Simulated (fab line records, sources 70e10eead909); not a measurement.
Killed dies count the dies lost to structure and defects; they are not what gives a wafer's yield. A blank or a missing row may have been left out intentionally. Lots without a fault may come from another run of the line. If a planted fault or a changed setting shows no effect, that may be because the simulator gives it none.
fab line records	flow nand_harc
[record] lots = 7	wafers = 20	last_day = 33
route steps=1302 shown A_STAIRCASE@667 END@1302
lots untouched by any fault: they come from a run of this same line in which no faults occurred
start_h: start of the lot's first displayed wafer, in hours after the record's first day	wait_h: how many hours have passed since the lot's step before this one	" same as the row above	L1.1+2: one row covering several wafers at once	- either no value or no given start	* or withheld: withheld	< > ~ a bound
route shown NAME@n: names a module that has steps shown in the file, with the first one's number in the route	usual: mean/standard deviation of fault-free wafers	same: alike in all rows	chamber/n: place in a boat	sites: readings site by site	_std_site: how widely they spread, as a standard deviation	_edge_site: the outer-site mean with the inner-site mean subtracted	radius_mm: for every site, how far away it sits from the centre of the wafer	mask NAME#n: copy n	behind: the last tool/chamber to shape the wafer	hold: what put the lot on hold/how long, in hours/how the hold closed	device: the transistor (n, p or np) that didn't switch	end of line: the route-end tests of the same wafers	where a step has no rows: the recipe by itself	killed: dies that structure and defects cost at the first sort, which is not the same as the wafer's yield	map: a wafer's dies, x killed, . not, _ none there
set.NAME: the setting as run; set.NAME@STEP: as run at that earlier step	model.NAME: the simulator's own value behind a step, which no gauge read
lots seen at some steps along the route; tables by step, rows by wafer
services: a tool's chamber out of use, with start hour (start_h, from the record's first day; less than 0 if before it), hours out, and reason
[[steps]]
[step NHARC_A_STAIRCASE_DESCUM_11]
[recipe] time_s = 3	o2_flow_sccm = 200	ar_flow_sccm = 0	bias_power_w = 0	chemistry = O2
[usual] chamber_pressure_mTorr = 60.00/0.059	drypump_motor_current_A = 5.8/0.48	o2_flow_sccm = 200.0/0.67	oes_product_au = 1.002/0.01	rf_vpp_V = 58.0/0.88	showerhead_plenum_p_Torr = 1.94/0.091	throttle_valve_pct = 11.310/0.0092
lot.wafer	tool	chamber	start_h	wait_h	chamber_pressure_mTorr	drypump_motor_current_A	o2_flow_sccm	oes_product_au	rf_hours_counter_h	rf_vpp_V	showerhead_plenum_p_Torr	throttle_valve_pct
L518.1	rie_diel-09	0	350.29	-	60.01	4.9	201.0	0.999	5	58.3	1.92	11.317
L518.3	"	1	"	"	59.93	5.8	200.3	1.010	5	59.2	2.07	11.296
L518.4	"	3	"	"	60.07	6.0	199.8	1.010	5	56.2	1.77	11.307
L520.2	rie_diel-06	1	379.88	-	59.96	5.9	201.8	1.001	19	57.9	1.96	11.305
L520.1	"	2	"	"	60.05	5.2	199.1	1.002	20	57.6	2.05	11.315
L520.5	"	0	"	"	60.05	5.8	198.7	0.994	-	58.1	1.92	11.316
L521.1	rie_diel-09	3	387.46	-	59.97	6.0	199.8	1.004	18	56.6	1.77	11.299
L521.4	"	0	"	"	60.02	4.9	200.6	0.997	18	57.5	1.91	11.315
L521.6	"	2	"	"	60.04	6.2	199.4	1.004	-	58.5	1.90	11.304
L536.4	rie_diel-06	3	528.90	-	60.04	6.5	200.6	0.985	12	57.3	1.87	11.299
L536.5	"	0	"	"	60.06	5.8	200.2	1.002	-	57.6	1.91	11.302
L538.1	rie_diel-06	0	562.22	-	59.98	5.8	200.2	1.008	26	56.7	1.91	11.319
L538.3	"	1	"	"	59.99	6.0	199.1	1.006	25	56.9	1.94	11.325
L538.2	"	2	"	"	60.00	5.2	199.9	1.007	21	56.7	2.04	11.314
L539.4	rie_diel-09	1	570.29	-	60.04	5.8	200.1	1.025	22	59.0	2.05	11.316
L539.1	"	0	"	"	59.99	4.9	199.2	0.992	23	56.6	1.89	11.306
L539.5	"	1	"	"	60.00	5.8	199.8	1.019	-	58.2	2.05	11.305
L541.1	rie_diel-13	0	582.40	-	60.09	5.1	200.1	0.989	18	58.4	2.01	11.335
L541.2	"	1	"	"	60.00	5.3	199.8	0.996	14	57.4	1.93	11.310
L541.5	"	3	"	"	59.93	6.4	198.8	1.000	-	57.5	1.80	11.317
[step NHARC_A_STAIRCASE_TRIM_12]
[recipe] time_s = 211.2	o2_flow_sccm = 500	ar_flow_sccm = 0	bias_w = 0	chemistry = O2
[usual] chamber_pressure_mTorr = 60.00/0.054	drypump_motor_current_A = 5.8/0.48	o2_flow_sccm = 500.0/1.4	oes_product_au = 1.003/0.01	rf_vpp_V = 57.8/0.87	showerhead_plenum_p_Torr = 3.57/0.16	throttle_valve_pct = 17.037/0.0092
lot.wafer	tool	chamber	start_h	wait_h	chamber_pressure_mTorr	drypump_motor_current_A	o2_flow_sccm	oes_product_au	rf_hours_counter_h	rf_vpp_V	showerhead_plenum_p_Torr	throttle_valve_pct
L518.1	rie_diel-09	1	350.39	0.1	60.01	5.8	498.0	1.002	5	60.6	3.81	17.037
L518.3	"	2	"	"	59.87	6.2	501.6	1.005	6	58.2	3.51	17.029
L518.4	"	3	"	"	59.96	6.0	499.7	1.010	5	57.4	3.29	17.036
L520.1	rie_diel-06	2	379.96	0.1	60.09	5.2	500.1	0.995	20	58.3	3.77	17.043
L520.2	"	0	"	"	59.92	5.8	499.6	0.983	20	56.6	3.55	17.028
L520.5	"	2	"	"	59.98	5.2	497.5	0.991	-	59.0	3.77	17.019
L521.1	rie_diel-09	0	387.53	0.1	60.00	5.0	501.3	1.012	18	57.4	3.53	17.025
L521.4	"	3	"	"	60.09	6.0	502.1	1.018	18	56.8	3.28	17.021
L521.6	"	0	"	"	60.03	4.9	499.1	1.004	-	56.1	3.52	17.031
L536.4	rie_diel-06	1	529.05	0.1	59.96	5.9	500.2	1.000	14	57.0	3.58	17.033
L536.5	"	0	"	"	60.01	5.8	498.9	1.012	-	58.3	3.53	17.032
L538.3	rie_diel-06	1	562.30	0.1	60.05	6.0	499.3	1.002	25	58.2	3.57	17.031
L538.2	"	2	"	"	59.99	5.2	499.5	1.010	21	58.2	3.74	17.029
L538.1	"	0	"	"	59.93	5.8	497.3	1.007	26	58.2	3.52	17.045
L539.1	rie_diel-09	1	570.37	0.1	59.98	5.8	497.3	1.019	22	57.6	3.76	17.035
L539.4	"	3	"	"	59.94	6.0	499.7	1.013	24	57.8	3.79	17.035
L539.5	"	1	"	"	59.99	5.8	495.4	1.031	-	57.7	3.76	17.042
L541.1	rie_diel-13	2	582.46	0.1	60.09	5.1	499.6	0.987	18	59.2	3.61	17.054
L541.2	"	0	"	"	60.03	5.0	500.4	0.986	18	57.3	3.70	17.026
L541.5	"	2	"	"	60.03	5.1	499.8	0.987	-	58.1	3.61	17.033
[step NHARC_A_STAIRCASE_ETCH_13]
[recipe] target_depth_a = 1000	time_s = 40.5	ion_energy_ev = 400	c4f8_flow_sccm = 20	o2_flow_sccm = 10	ar_flow_sccm = withheld	rf_w = 600	bias_w = 1000	chemistry = C4F8/O2
[step NHARC_A_STAIRCASE_TRIM_14]
[recipe] time_s = 211.2	o2_flow_sccm = 500	ar_flow_sccm = 0	bias_w = 0	chemistry = O2
[usual] chamber_pressure_mTorr = 60.00/0.056	drypump_motor_current_A = 5.8/0.49	o2_flow_sccm = 500.1/1.6	oes_product_au = 1.004/0.011	rf_vpp_V = 57.8/0.93	showerhead_plenum_p_Torr = 3.56/0.16	throttle_valve_pct = 17.037/0.0087
lot.wafer	tool	chamber	start_h	wait_h	chamber_pressure_mTorr	drypump_motor_current_A	o2_flow_sccm	oes_product_au	rf_hours_counter_h	rf_vpp_V	showerhead_plenum_p_Torr	throttle_valve_pct
L518.1	rie_diel-09	3	-	-	60.00	6.0	500.5	1.019	5	56.2	3.29	17.047
L518.4	"	1	"	"	59.93	5.8	499.6	1.010	5	58.5	3.81	17.031
L518.3	"	2	"	"	59.96	6.2	499.6	1.011	6	56.7	3.51	17.036
L520.1	rie_diel-06	0	-	-	60.06	5.8	503.2	0.996	20	56.5	3.55	17.044
L520.2	"	2	"	"	59.97	5.2	502.0	0.992	20	58.3	3.77	17.037
L520.5	"	3	"	"	60.02	6.4	500.9	0.999	-	56.1	3.47	17.028
L521.4	rie_diel-09	2	-	-	59.93	6.2	500.0	0.998	16	58.3	3.51	17.030
L521.1	"	0	"	"	60.05	4.9	498.9	0.997	18	59.3	3.52	17.037
L521.6	"	2	"	"	59.97	6.2	499.2	0.996	-	59.1	3.51	17.031
L536.4	rie_diel-06	3	-	-	60.00	6.4	499.8	1.009	16	58.9	3.44	17.043
L536.5	"	2	"	"	59.93	5.2	498.9	1.002	-	58.4	3.74	17.037
L538.3	rie_diel-06	3	-	-	59.92	6.5	499.7	1.008	26	55.8	3.44	17.039
L538.1	"	0	"	"	60.07	5.8	501.6	1.012	26	56.8	3.52	17.036
L538.2	"	1	"	"	59.94	5.9	501.1	0.998	25	58.4	3.57	17.048
L539.4	rie_diel-09	2	-	-	60.03	6.2	498.5	1.005	24	57.8	3.47	17.036
L539.1	"	3	"	"	60.10	6.0	500.3	1.018	25	58.9	3.79	17.020
L539.5	"	3	"	"	59.92	6.0	497.4	1.021	-	57.6	3.79	17.026
L541.2	rie_diel-13	3	-	-	60.01	6.4	501.2	0.987	20	56.1	3.33	17.039
L541.1	"	0	"	"	59.97	5.0	500.7	0.986	18	56.8	3.70	17.048
L541.5	"	2	"	"	60.05	5.1	502.4	0.988	-	56.2	3.61	17.038
[step NHARC_A_STAIRCASE_ETCH_15]
[recipe] target_depth_a = 1000	time_s = 40.5	ion_energy_ev = 400	c4f8_flow_sccm = 20	o2_flow_sccm = 10	ar_flow_sccm = withheld	rf_w = 600	bias_w = 1000	chemistry = C4F8/O2
[step NHARC_A_STAIRCASE_TRIM_16]
[recipe] time_s = 211.2	o2_flow_sccm = 500	ar_flow_sccm = 0	bias_w = 0	chemistry = O2
[step NHARC_A_STAIRCASE_ETCH_17]
[recipe] target_depth_a = 1000	time_s = 40.5	ion_energy_ev = 400	c4f8_flow_sccm = 20	o2_flow_sccm = 10	ar_flow_sccm = withheld	rf_w = 600	bias_w = 1000	chemistry = C4F8/O2
[step NHARC_A_STAIRCASE_TRIM_18]
[recipe] time_s = 211.2	o2_flow_sccm = 500	ar_flow_sccm = 0	bias_w = 0	chemistry = O2
[step NHARC_A_STAIRCASE_ETCH_19]
[recipe] target_depth_a = 1000	time_s = 40.5	ion_energy_ev = 400	c4f8_flow_sccm = 20	o2_flow_sccm = 10	ar_flow_sccm = withheld	rf_w = 600	bias_w = 1000	chemistry = C4F8/O2
[usual] chamber_pressure_mTorr = 25.003/0.023	oes_product_au = 0.945/0.011	rf_vpp_V = 897/5.7
lot.wafer	tool	chamber	start_h	wait_h	chamber_pressure_mTorr	oes_product_au	rf_hours_counter_h	rf_vpp_V
L518.4	rie_diel-09	1	-	-	24.949	0.965	6	906
L518.1	"	3	"	"	24.985	0.956	6	887
L518.3	"	0	"	"	25.026	0.946	5	895
L520.2	rie_diel-06	2	-	-	24.973	0.928	21	905
L520.1	"	3	"	"	25.010	0.940	21	894
L520.5	"	1	"	"	24.994	0.941	-	899
L521.4	rie_diel-09	1	-	-	25.000	0.961	20	907
L521.1	"	2	"	"	25.030	0.937	20	895
L521.6	"	0	"	"	25.013	0.943	-	894
L536.4	rie_diel-06	0	-	-	24.962	0.937	16	897
L536.5	"	3	"	"	25.005	0.939	-	893
L538.1	rie_diel-06	3	-	-	25.016	0.947	27	892
L538.2	"	0	"	"	25.011	0.946	26	895
L538.3	"	1	"	"	25.005	0.952	25	898
L539.1	rie_diel-09	2	-	-	25.006	0.949	24	893
L539.4	"	1	"	"	24.967	0.960	22	904
L539.5	"	3	"	"	25.008	0.955	-	906
L541.2	rie_diel-13	1	-	-	25.023	0.949	14	897
L541.1	"	3	"	"	25.007	0.934	20	887
L541.5	"	1	"	"	25.019	0.939	-	896
[step NHARC_A_STAIRCASE_TRIM_20]
[recipe] time_s = 211.2	o2_flow_sccm = 500	ar_flow_sccm = 0	bias_w = 0	chemistry = O2
[step NHARC_A_STAIRCASE_ETCH_21]
[recipe] target_depth_a = 1000	time_s = 40.5	ion_energy_ev = 400	c4f8_flow_sccm = 20	o2_flow_sccm = 10	ar_flow_sccm = withheld	rf_w = 600	bias_w = 1000	chemistry = C4F8/O2
[step NHARC_A_STAIRCASE_TRIM_22]
[recipe] time_s = 211.2	o2_flow_sccm = 500	ar_flow_sccm = 0	bias_w = 0	chemistry = O2
[usual] chamber_pressure_mTorr = 60.00/0.056	drypump_motor_current_A = 5.7/0.52	o2_flow_sccm = 500.0/1.5	oes_product_au = 1.002/0.012	rf_vpp_V = 57.8/0.83	showerhead_plenum_p_Torr = 3.57/0.16	throttle_valve_pct = 17.036/0.0084
lot.wafer	tool	chamber	start_h	wait_h	chamber_pressure_mTorr	drypump_motor_current_A	o2_flow_sccm	oes_product_au	rf_hours_counter_h	rf_vpp_V	showerhead_plenum_p_Torr	throttle_valve_pct
L518.1	rie_diel-09	3	351.68	-	59.93	6.0	500.8	1.004	6	58.0	3.29	17.031
L518.3	"	0	"	"	60.10	4.9	500.4	0.997	6	57.7	3.53	17.035
L518.4	"	2	"	"	59.94	6.2	499.2	0.993	6	58.0	3.51	17.043
L520.2	rie_diel-09	2	381.24	-	60.05	6.2	498.8	0.999	15	57.1	3.51	17.040
L520.1	"	0	"	"	60.04	5.0	499.6	1.010	17	59.0	3.53	17.051
L520.5	"	3	"	"	60.05	6.0	500.6	1.012	-	57.7	3.28	17.014
L521.1	rie_diel-13	3	391.78	-	60.12	6.4	500.4	0.997	15	57.2	3.36	17.043
L521.4	"	1	"	"	60.00	5.4	503.1	0.988	14	57.2	3.58	17.029
L521.6	"	2	"	"	60.05	5.1	500.8	1.010	-	57.2	3.65	17.040
L536.4	rie_diel-09	2	533.51	-	60.03	6.2	499.5	0.892	12	58.4	3.48	17.044
L536.5	"	2	"	"	60.01	6.2	499.0	1.003	-	57.7	3.48	17.044
L538.3	rie_diel-09	3	563.60	-	59.98	6.0	499.8	1.015	22	59.3	3.80	17.039
L538.1	"	0	"	"	59.97	4.9	502.1	0.889	21	56.8	3.50	17.045
L538.2	"	2	"	"	59.96	6.3	499.2	1.008	22	57.6	3.47	17.032
L539.1	rie_diel-09	0	571.67	-	59.93	4.9	498.2	0.891	23	56.7	3.50	17.045
L539.4	"	2	"	"	60.05	6.2	499.1	0.904	24	56.8	3.47	17.032
L539.5	"	0	"	"	60.04	5.0	497.2	0.990	-	57.2	3.50	17.026
L541.2	rie_diel-13	0	583.78	-	59.94	5.0	500.3	0.985	19	57.9	3.70	17.021
L541.1	"	1	"	"	60.05	5.3	500.4	0.996	14	58.5	3.55	17.055
L541.5	"	0	"	"	60.06	5.0	497.6	0.987	-	58.7	3.70	17.029
[step NHARC_A_STAIRCASE_ETCH_23]
[recipe] target_depth_a = 1000	time_s = 40.5	ion_energy_ev = 400	c4f8_flow_sccm = 20	o2_flow_sccm = 10	ar_flow_sccm = withheld	rf_w = 600	bias_w = 1000	chemistry = C4F8/O2
[usual] chamber_pressure_mTorr = 25.002/0.021	oes_product_au = 0.949/0.013	rf_vpp_V = 897/5.9
lot.wafer	tool	chamber	start_h	wait_h	chamber_pressure_mTorr	oes_product_au	rf_hours_counter_h	rf_vpp_V
L518.4	rie_diel-09	3	-	-	25.018	0.954	6	887
L518.1	"	0	"	"	25.028	0.957	6	896
L518.3	"	1	"	"	24.990	0.965	6	906
L520.2	rie_diel-09	0	-	-	24.954	0.933	17	896
L520.1	"	1	"	"	24.991	0.944	15	905
L520.5	"	3	"	"	25.007	0.947	-	886
L521.4	rie_diel-13	3	-	-	25.000	0.938	15	890
L521.1	"	0	"	"	24.994	0.945	14	903
L521.6	"	2	"	"	24.982	0.932	-	901
L536.4	rie_diel-09	1	-	-	25.011	0.964	10	904
L536.5	"	3	"	"	24.997	0.955	-	906
L538.3	rie_diel-09	0	-	-	25.016	0.943	21	894
L538.2	"	1	"	"	25.047	0.964	20	905
L538.1	"	2	"	"	25.047	0.962	22	893
L539.1	rie_diel-09	2	-	-	24.997	0.948	24	894
L539.4	"	3	"	"	25.039	0.965	25	905
L539.5	"	2	"	"	24.994	0.956	-	894
L541.1	rie_diel-13	1	-	-	25.021	0.942	14	895
L541.2	"	3	"	"	24.997	0.945	21	889
L541.5	"	1	"	"	25.021	0.929	-	896
[step NHARC_END_SORT_01]
[recipe] temp_c = 25
[usual] killed_at_array = 51/18	killed_at_other = 1.0/1.2	killed_at_periphery = 3.7/2.9	killed_dies = 55/19	killed_open = 3.5/1.9	killed_short = 2.6/1.6
[same] gross_dies = 677
lot.wafer	tool	chamber	start_h	wait_h	killed_at_array	killed_at_other	killed_at_periphery	killed_dies	killed_open	killed_short
L518.1	prober-02	0	569.70	2.5	27	0	3	30	7	7
L518.3	prober-02	0	571.28	3.1	22	0	3	25	4	6
L518.4	prober-02	0	572.07	3.4	18	0	4	22	4	1
L521.1	prober-02	0	585.42	2.5	66	0	4	70	6	2
L521.4	prober-02	0	587.82	3.4	53	0	3	56	2	3
L521.6	prober-02	0	589.42	4.0	63	0	1	64	1	4
L520.1	prober-01	0	593.23	2.5	54	0	3	57	3	1
L520.2	prober-01	0	594.03	2.8	52	1	0	53	4	3
L520.5	prober-01	0	596.44	3.7	45	3	1	49	2	2
L536.4	prober-01	0	749.97	3.4	50	1	11	62	3	2
L536.5	prober-01	0	750.77	3.7	54	1	3	58	1	5
L538.1	prober-02	0	777.33	2.5	58	0	4	62	2	5
L538.2	prober-02	0	778.13	2.8	25	0	5	30	3	2
L538.3	prober-02	0	778.93	3.1	22	1	8	31	2	2
L539.1	prober-01	0	782.63	2.5	60	2	1	63	2	2
L539.4	prober-01	0	785.00	3.4	71	2	2	75	8	4
L539.5	prober-01	0	785.79	3.7	27	1	3	31	4	1
L541.1	prober-02	0	795.03	2.5	33	1	1	35	5	2
L541.2	prober-02	0	795.84	2.8	63	0	0	63	4	3
L541.5	prober-02	0	798.26	3.7	54	1	3	58	7	1
// killed by level:class
L518.1 A_CHANNEL_HOLE_D2:chamber_film_flake=3 A_STAIRCASE:chamber_film_flake=3 A_CONTACT:chamber_film_flake=3 A_ONON_D1:geometric_particle:short=2 A_CHANNEL_FILL_D2:geometric_particle:short=2 A_BLC:geometric_particle:open=2 A_BLC:geometric_particle:short=2 P_GATE:chamber_film_flake=2
L518.3 A_CHANNEL_HOLE_D2:chamber_film_flake=5 A_WL_FILL:chamber_film_flake=4 A_WL_FILL:geometric_particle:short=3 A_CONTACT:chamber_film_flake=3 A_BLC:geometric_particle:open=2 P_CONTACT:geometric_particle:short=1 A_ONON_D1:geometric_particle:short=1 A_CHANNEL_FILL_D2:geometric_particle:short=1
L518.4 A_CHANNEL_HOLE_D2:chamber_film_flake=4 A_CONTACT:chamber_film_flake=3 P_GATE:chamber_film_flake=2 A_DECK1_JOINT:chamber_film_flake=2 A_STAIRCASE:chamber_film_flake=2 A_WL_FILL:chamber_film_flake=2 P_M0:geometric_particle:open=1 A_ONON_D1:geometric_particle:open=1
L521.1 A_CHANNEL_HOLE_D1:chamber_film_flake=26 A_SLIT:chamber_film_flake=21 A_CONTACT:chamber_film_flake=8 A_CHANNEL_HOLE_D2:chamber_film_flake=6 P_M0:geometric_particle:open=1 P_M0:geometric_particle:short=1 P_M2:geometric_particle:open=1 A_CHANNEL_FILL_D1:geometric_particle:open=1
L521.4 A_CHANNEL_HOLE_D1:chamber_film_flake=33 A_SLIT:chamber_film_flake=11 A_M0:geometric_particle:short=2 A_CHANNEL_FILL_D2:chamber_film_flake=2 A_STAIRCASE:chamber_film_flake=2 P_GATE:geometric_particle:open=1 P_CONTACT:geometric_particle:open=1 A_ONON_D2:geometric_particle:short=1
L521.6 A_CHANNEL_HOLE_D1:chamber_film_flake=29 A_SLIT:chamber_film_flake=20 A_CONTACT:chamber_film_flake=5 A_DECK1_JOINT:chamber_film_flake=3 A_CHANNEL_HOLE_D2:chamber_film_flake=2 P_GATE:geometric_particle:short=1 A_CHANNEL_FILL_D2:geometric_particle:short=1 A_STAIRCASE:geometric_particle:short=1
L520.1 A_CHANNEL_HOLE_D1:chamber_film_flake=43 A_CHANNEL_HOLE_D2:chamber_film_flake=4 P_CONTACT:geometric_particle:open=2 P_GATE:geometric_particle:short=1 A_CHANNEL_FILL_D1:geometric_particle:open=1 A_ZERO_WELL:chamber_film_flake=1 A_DECK1_JOINT:chamber_film_flake=1 A_STAIRCASE:chamber_film_flake=1
L520.2 A_CHANNEL_HOLE_D1:chamber_film_flake=38 A_CONTACT:chamber_film_flake=3 A_WL_FILL:geometric_particle:short=2 A_STAIRCASE:chamber_film_flake=2 A_ONON_D1:geometric_particle:open=1 A_CHANNEL_HOLE_D1:geometric_particle:open=1 A_DECK1_JOINT:geometric_particle:open=1 A_ONON_D2:geometric_particle:open=1
L520.5 A_CHANNEL_HOLE_D1:chamber_film_flake=32 A_CHANNEL_FILL_D1:chamber_film_flake=3 A_CHANNEL_HOLE_D2:chamber_film_flake=3 A_SLIT:chamber_film_flake=2 THIN_TSV:chamber_film_flake=2 P_M1:geometric_particle:short=1 A_CHANNEL_FILL_D2:geometric_particle:open=1 A_WL_FILL:geometric_particle:open=1
L536.4 A_CHANNEL_HOLE_D1:chamber_film_flake=36 P_M1:chamber_film_flake=8 A_SLIT:chamber_film_flake=5 A_CONTACT:chamber_film_flake=3 A_CHANNEL_FILL_D2:geometric_particle:open=2 A_WL_FILL:chamber_film_flake=2 P_CONTACT:geometric_particle:open=1 A_CHANNEL_FILL_D1:geometric_particle:short=1
L536.5 A_CHANNEL_HOLE_D1:chamber_film_flake=32 A_CONTACT:chamber_film_flake=8 A_SLIT:chamber_film_flake=7 A_CHANNEL_FILL_D2:geometric_particle:short=2 P_CONTACT:chamber_film_flake=2 P_CONTACT:geometric_particle:open=1 A_CHANNEL_HOLE_D2:geometric_particle:short=1 A_WL_FILL:geometric_particle:short=1
L538.1 A_SLIT:chamber_film_flake=24 A_CHANNEL_HOLE_D2:chamber_film_flake=14 A_CHANNEL_HOLE_D1:chamber_film_flake=11 P_M0:chamber_film_flake=2 A_CONTACT:chamber_film_flake=2 P_M0:geometric_particle:open=1 A_ONON_D1:geometric_particle:short=1 A_CHANNEL_FILL_D1:geometric_particle:short=1
L538.2 A_SLIT:chamber_film_flake=7 A_CHANNEL_HOLE_D2:chamber_film_flake=4 P_M0:chamber_film_flake=3 A_CHANNEL_FILL_D1:chamber_film_flake=3 A_CHANNEL_HOLE_D1:chamber_film_flake=2 A_DECK1_JOINT:chamber_film_flake=2 A_CONTACT:chamber_film_flake=2 P_M0:geometric_particle:open=1
L538.3 A_SLIT:chamber_film_flake=8 P_M0:chamber_film_flake=7 A_CHANNEL_HOLE_D2:chamber_film_flake=5 A_CHANNEL_HOLE_D1:chamber_film_flake=3 P_M1:geometric_particle:open=1 A_CHANNEL_FILL_D1:geometric_particle:short=1 A_ONON_D2:geometric_particle:open=1 A_CHANNEL_FILL_D2:geometric_particle:short=1
L539.1 A_SLIT:chamber_film_flake=28 A_CHANNEL_HOLE_D1:chamber_film_flake=11 A_SGD_CUT:chamber_film_flake=7 A_CONTACT:chamber_film_flake=6 A_SGD_CUT:geometric_particle:open=2 THIN_TSV:chamber_film_flake=2 A_ONON_D1:geometric_particle:short=1 A_WL_FILL:geometric_particle:short=1
L539.4 A_SLIT:chamber_film_flake=34 A_CHANNEL_HOLE_D1:chamber_film_flake=9 A_SGD_CUT:chamber_film_flake=5 A_STAIRCASE:chamber_film_flake=4 A_CHANNEL_FILL_D1:chamber_film_flake=3 A_CONTACT:chamber_film_flake=3 A_DECK1_JOINT:geometric_particle:short=2 A_CHANNEL_FILL_D2:geometric_particle:open=2
L539.5 A_SLIT:chamber_film_flake=10 A_SGD_CUT:chamber_film_flake=5 A_CHANNEL_HOLE_D1:chamber_film_flake=4 A_CHANNEL_FILL_D1:chamber_film_flake=2 P_GATE:geometric_particle:open=1 P_CONTACT:geometric_particle:open=1 A_ONON_D1:geometric_particle:open=1 A_CONTACT:chamber_film_flake=1
L541.1 A_SLIT:chamber_film_flake=12 A_CHANNEL_HOLE_D2:chamber_film_flake=6 A_CONTACT:chamber_film_flake=5 A_CONTACT:geometric_particle:open=2 A_STAIRCASE:chamber_film_flake=2 P_CONTACT:geometric_particle:short=1 A_ONON_D1:geometric_particle:short=1 A_CHANNEL_FILL_D1:geometric_particle:open=1
L541.2 A_CHANNEL_HOLE_D2:chamber_film_flake=24 A_SLIT:chamber_film_flake=22 A_CONTACT:chamber_film_flake=4 A_DECK1_JOINT:geometric_particle:short=2 A_STAIRCASE:chamber_film_flake=2 A_WL_FILL:chamber_film_flake=2 A_ONON_D1:geometric_particle:open=1 A_DECK1_JOINT:geometric_particle:open=1
L541.5 A_SLIT:chamber_film_flake=31 A_CHANNEL_HOLE_D2:chamber_film_flake=11 A_CONTACT:chamber_film_flake=5 P_GATE:geometric_particle:open=1 P_CONTACT:geometric_particle:short=1 P_M1:geometric_particle:open=1 A_CHANNEL_FILL_D1:geometric_particle:open=1 A_DECK1_JOINT:geometric_particle:open=1
[[services]]
tool	chamber	start_h	hours	kind
rie_diel-09	0	329.23	-	clean
rie_diel-09	0	329.23	-	consumable_replace:focus_ring
rie_diel-09	1	329.23	-	clean
rie_diel-09	1	329.23	-	consumable_replace:showerhead
rie_diel-09	2	329.23	-	clean
rie_diel-09	3	329.23	-	clean
rie_diel-13	2	330.57	2.8	repair
rie_diel-13	-	343.51	9.0	pm
rie_diel-09	0	353.73	-	clean
rie_diel-09	1	353.73	-	clean
rie_diel-09	2	353.73	-	clean
rie_diel-09	3	353.73	-	clean
rie_diel-09	2	403.14	7.8	repair
rie_diel-06	3	422.45	7.5	repair
rie_diel-06	-	425.03	0.3	repair
rie_diel-09	2	427.96	6.4	repair
rie_diel-13	3	438.47	4.7	repair
rie_diel-06	2	442.72	2.9	repair
rie_diel-09	0	459.93	16.0	repair
rie_diel-13	-	478.05	0.4	repair
rie_diel-06	-	484.85	9.0	pm
rie_diel-09	-	497.23	9.0	pm
rie_diel-13	-	520.51	9.0	pm
rie_diel-13	1	534.71	5.6	repair
[[key]]
[first_sign] step = NHARC_A_STAIRCASE_TRIM_22	reading = oes_product_au	direction = down	sigmas = 9.1	usual = 1.002	struck = 0.894
effect none on later readings
met_at NHARC_A_STAIRCASE_TRIM_22
struck_wafers L536.4,L538.1,L539.1,L539.4
tester_left_out L536,L538,L539
onset_between 381.24 533.51
[fault] kind = process_parameter_drift	tool = rie_diel-09	chamber = -	onset_h = 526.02	steps = NHARC_A_STAIRCASE_TRIM_22	channel = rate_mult	offset = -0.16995	shape = step	end_h = 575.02	scope = struck_wafers_only
// tester_left_out: of these lots the tester's yield and bins aren't shown, on N5 and GAA mostly nor the transistor test; their killed dies are dies lost to structure and defects alone, not to doping, threshold or leakage, so they don't give the yield
